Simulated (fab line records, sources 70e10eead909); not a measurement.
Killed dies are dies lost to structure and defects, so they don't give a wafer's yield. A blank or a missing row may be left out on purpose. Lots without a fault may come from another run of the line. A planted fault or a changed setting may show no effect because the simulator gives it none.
A struck lot beside a sound one | flow nand_harc | 21 steps out of a route of 1302
Sound: wafers L310.1, L310.2, L310.5. Struck: wafers L303.1, L303.5, L303.6. The cause comes at the end.
At each step with rows: each side's tool, then ch and its chambers, then its first start. Under that, the readings that differ: sound wafers | struck wafers | difference of the means | sigmas: that difference in standard deviations of wafers without a fault.
alike: readings whose means differ by less than 2 such deviations, and words and numbers that are the same on both sides. not compared: withheld readings, readings that some wafer has no value for, bounds like >300 that may hide the same value, and numbers for which the record gives no deviation and whose values overlap.
The two part at a step that has a row with sigmas, a row that says differs or no value, or rows on one side only. Numbers that don't overlap but have no deviation are shown without sigmas and don't part them. A reading that every wafer of one side lacks parts them only if that side has two wafers or more.

NHARC_P_CONTACT_CMP_24: polishes, t overpolish 30 s, target thk 200 nm.
  sound on cmp-01 ch 0,1, day 12 10:31; struck on cmp-03 ch 0,1, day 9 05:20
  reading                | sound          | struck         | difference | sigmas
  time_to_endpoint_s (s) | 36.8 33.9 36.3 | 43.4 45.4 43.2 | +8.3       | +3
  alike: motor_current_A, overpolish_run_s, slurry_filter_dp_kPa
then, 1 step without rows for these wafers: NHARC_P_CONTACT_SRD_26.
NHARC_P_CONTACT_INSPECT_27:
  sound on defect_inspect-02, day 12 10:55; struck on defect_inspect-01, day 9 05:43
  alike: raw_defect_count
then, 8 steps without rows for these wafers: NHARC_P_M0_DEP_00 (deposits SiOC, target thk 150 nm); NHARC_P_M0_DEHYDRATE_01 (time 120 s); NHARC_P_M0_HMDS_02 (time 30 s); NHARC_P_M0_COAT_33 (time 65 s); NHARC_P_M0_COAT_03 (resist thk 90 nm); NHARC_P_M0_SOFTBAKE_04 (time 55 s); NHARC_P_M0_EBR_05; NHARC_P_M0_EXPOSE_06 (exposes mask P M0, target cd 90 nm).
NHARC_P_M0_PEB_07: peb time 65 s.
  sound on litho_track-06 ch 0, day 12 11:44; struck on litho_track-01 ch 0, day 9 06:32
  reading                  | sound               | struck            | difference                    | sigmas
  heater_power_total_W (W) | 156.0 157.1 156.6   | 160.2 160.1 160.8 | +3.8                          | +9
  plate_temp_C (C)         | 99.94 100.20 100.00 | - - -             | no value on the struck wafers |
then, 1 step without rows for these wafers: NHARC_P_M0_DEVELOP_08 (develop time 35 s).
NHARC_P_M0_CD_MEAS_09: target cd 90 nm.
  sound on cd_sem-03 ch 0, day 12 11:49; struck on cd_sem-03 ch 0, day 9 06:37
  alike: cd_nm
NHARC_P_M0_OVL_MEAS_10: pitch 180 nm.
  sound on overlay-02, day 12 11:55; struck on overlay-01, day 9 06:42
  reading           | sound       | struck         | difference | sigmas
  overlay_x_nm (nm) | 0.9 1.0 1.1 | -1.9 -0.8 -1.5 | -2.4       | -3
  alike: overlay_y_nm
NHARC_P_M0_INSPECT_11:
  sound on defect_inspect-01, day 12 11:57; struck on defect_inspect-01, day 9 06:44
  alike: raw_defect_count
NHARC_P_M0_DESCUM_14: chemistry O2, time 3 s.
  sound on rie_diel-04 ch 0,2,3, day 12 12:01; struck on rie_diel-04 ch 0,1,2, day 9 06:49
  alike: chamber_pressure_mTorr, drypump_motor_current_A, oes_product_au, rf_vpp_V, showerhead_plenum_p_Torr, throttle_valve_pct
  not compared: rf_hours_counter_h, model.P_M0.cd_nm
NHARC_P_M0_ETCH_34: etches the open film in N2/H2, target depth 40 nm, overetch 12 nm, time 43.94 s.
  sound on rie_diel-04 ch 0,2,3, day 12 12:06; struck on rie_diel-04 ch 0,1, day 9 06:53
  alike: chamber_pressure_mTorr, drypump_motor_current_A, oes_product_au, rf_vpp_V, showerhead_plenum_p_Torr, throttle_valve_pct
  not compared: rf_hours_counter_h
NHARC_P_M0_ETCH_15: etches the open film in C4F8/Ar, target depth 150 nm, overetch 15 nm, time 82.5 s.
  sound on rie_diel-04 ch 0,1; struck on rie_diel-04 ch 2,3
  alike: chamber_pressure_mTorr, oes_product_au, rf_vpp_V
  not compared: rf_hours_counter_h, model.P_M0.cd_nm
NHARC_P_M0_CD_MEAS_16:
  sound on cd_sem-02, day 12 12:19; struck on cd_sem-02, day 9 07:05
  alike: cd_nm
-- the record jumps here: 19 days lie between the struck wafers' starts before and after (it left off in module P_M0 and takes up again in module END, whose first step shown is number 1302 of the route) --
NHARC_END_SORT_01:
  the record has rows for the struck wafers here (prober-01 ch 0, day 28 16:05) and none for the sound ones

WHERE THEY PART
First at NHARC_P_CONTACT_CMP_24; last, within this record, at NHARC_END_SORT_01.

WHY: what the simulator had put in
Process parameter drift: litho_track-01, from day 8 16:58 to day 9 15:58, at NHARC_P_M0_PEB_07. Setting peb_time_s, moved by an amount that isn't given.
